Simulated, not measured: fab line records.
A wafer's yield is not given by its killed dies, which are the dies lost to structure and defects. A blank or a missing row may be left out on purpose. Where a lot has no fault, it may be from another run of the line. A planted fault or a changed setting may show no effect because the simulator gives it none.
Lot-split experiment    flow n5 finfet    route with 1938 steps; 7 lots, 21 wafers read

== THE SPLIT ITSELF ==
At N5_BEOL_M0_SAQP_SPACER1_ALD_98 (deposits SiO2, target thk 12.8 nm, pulse time 1 s, purge time 2 s), the setting ald cycles was moved away from the recipe's 138 on 8 of the 21 wafers read, by -15.9% to +11.6%. This setting was run at the recipe's value on the other wafers.

== FROM THE SPLIT TO THE READING: what the file shows between them, 2 steps ==
- N5_BEOL_M0_SAQP_SPACER1_ETCHBACK_99: etches SiO2 in CHF3/O2, target depth 15.4 nm, time 7.7 s
- N5_BEOL_M0_SAQP_MANDREL1_REMOVE_100: chemistry HBr/Cl2/O2, target a-Si, stops on SiNx, bt time 10 s

== THE READING ==
cd nm, in nm, at N5_BEOL_M0_SAQP_CD_MEAS_25 (target cd 13.1 nm). On this fab line, fault-free wafers typically give 12.77 nm with a standard deviation of 0.2 nm.

wafer   tool, chamber at the split  ald cycles as run  against the recipe  cd nm, nm  against lot-mates on the recipe
L074.4  ald sin-02, 0,3             138                recipe              12.63      -
L074.5  ald sin-02, 0,3             138                recipe              12.61      -
L074.6  ald sin-02, 2               149                +8.0%               13.63      +1.01
L075.2  ald sin-03, 3               138                recipe              12.80      -
L075.3  ald sin-03, 1               154                +11.6%              14.63      +1.83
L075.6  ald sin-03, 1               154                +11.6%              14.18      +1.38
L076.3  ald sin-03, 1               138                recipe              12.24      -
L076.5  ald sin-03, 2,1             138                recipe              12.66      -
L076.6  ald sin-03, 2,1             138                recipe              12.69      -
L080.1  ald sin-02, 0               116                -15.9%              11.04      -2.02
L080.5  ald sin-02, 2               138                recipe              13.06      -
L080.6  ald sin-02, 0               116                -15.9%              11.02      -2.04
L085.3  ald sin-01, 2               138                recipe              12.80      -
L085.4  ald sin-01, 1               151                +9.4%               13.87      +1.12
L085.5  ald sin-01, 2               138                recipe              12.69      -
L086.1  ald sin-01, 3,0,0           138                recipe              12.90      -
L086.2  ald sin-01, 3,0,0           138                recipe              12.76      -
L086.5  ald sin-01, 3,0,0           138                recipe              12.97      -
L097.3  ald sin-01, 0,2             129                -6.5%               12.03      -0.77
L097.5  ald sin-01, 3               138                recipe              12.80      -
L097.6  ald sin-01, 0,2             129                -6.5%               11.83      -0.97
The file does not say which wafer passed through which chamber wherever a row lists several chambers: such a row stands for several wafers.

FIT RESULTS
A straight line over all 21 wafers: cd nm changes by +0.12 nm for each +1% of ald cycles; r = +0.97; the points scatter about the line by 0.21 nm.
The same after taking each lot's own level away (the mean of its wafers on the recipe; 21 wafers): +0.13 nm for each +1%; r = +0.99; scatter 0.13 nm.
According to that fit, moving ald cycles by its largest amount changes the reading by 2.1 nm.
From 12.530 to 13.060 nm: that is the span of the lots' own levels, equal to 2.6 times the standard deviation above.
Consequently the slope shifts little with the lot-to-lot level, the two slopes agreeing.
Check: for one of the wafers moved furthest among these (-15.9%), held out of the fit, the line's prediction against its lot-mates is -2.09 nm. Against them it came out at -2.02 nm.

== ADDITIONAL SPLITS CARRIED BY THESE WAFERS ==
Before the reading, these wafers also passed through other splits. Each is held against what the fit with the lots' levels taken away leaves over:
other split on the same wafers          wafers away from the commonest value  r with cd nm (lot level and that fit taken away)
N5_HKMG_FIN_PEB_47 peb time s           5                                     -0.28
N5_HKMG_FIN_ETCH_54 source w            7                                     -0.24
N5_MOL_CONTACT_COAG_EXPOSE_05 dose mj   5                                     +0.01
N5_MOL_CONTACT_COAG_ALD_133 ald cycles  7                                     +0.12
N5_MOL_CONTACT_COAG_ETCH_67 source w    9                                     +0.29

== THE WHOLE CHAIN: every reading that the file lists as answering this split, in the file's order ==
step                                 what it does                                                       reading                                                                                      change (the file's fit)                r (the file's)
N5_BEOL_M0_SAQP_SPACER1_ALD_98       deposits SiO2, target thk 12.8 nm, pulse time 1 s, purge time 2 s  SiO2_of_BEOL_M0_SAQP_SPACER1_ALD_98.thk nm (the simulator's own value, which no gauge read)  +0.126 nm for each +1% of the setting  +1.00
N5_BEOL_M0_SAQP_MANDREL1_REMOVE_100  chemistry HBr/Cl2/O2, target a-Si, stops on SiNx, bt time 10 s     BEOL_M0_SAQP.cd nm (the simulator's own value, which no gauge read)                          +0.128 nm for each +1% of the setting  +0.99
N5_BEOL_M0_SAQP_CD_MEAS_25           target cd 13.1 nm                                                  cd nm                                                                                        +0.129 nm for each +1% of the setting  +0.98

== FILE'S OWN FIT ==
cd nm changes by +0.129 nm for each +1% of ald cycles, r = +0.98.
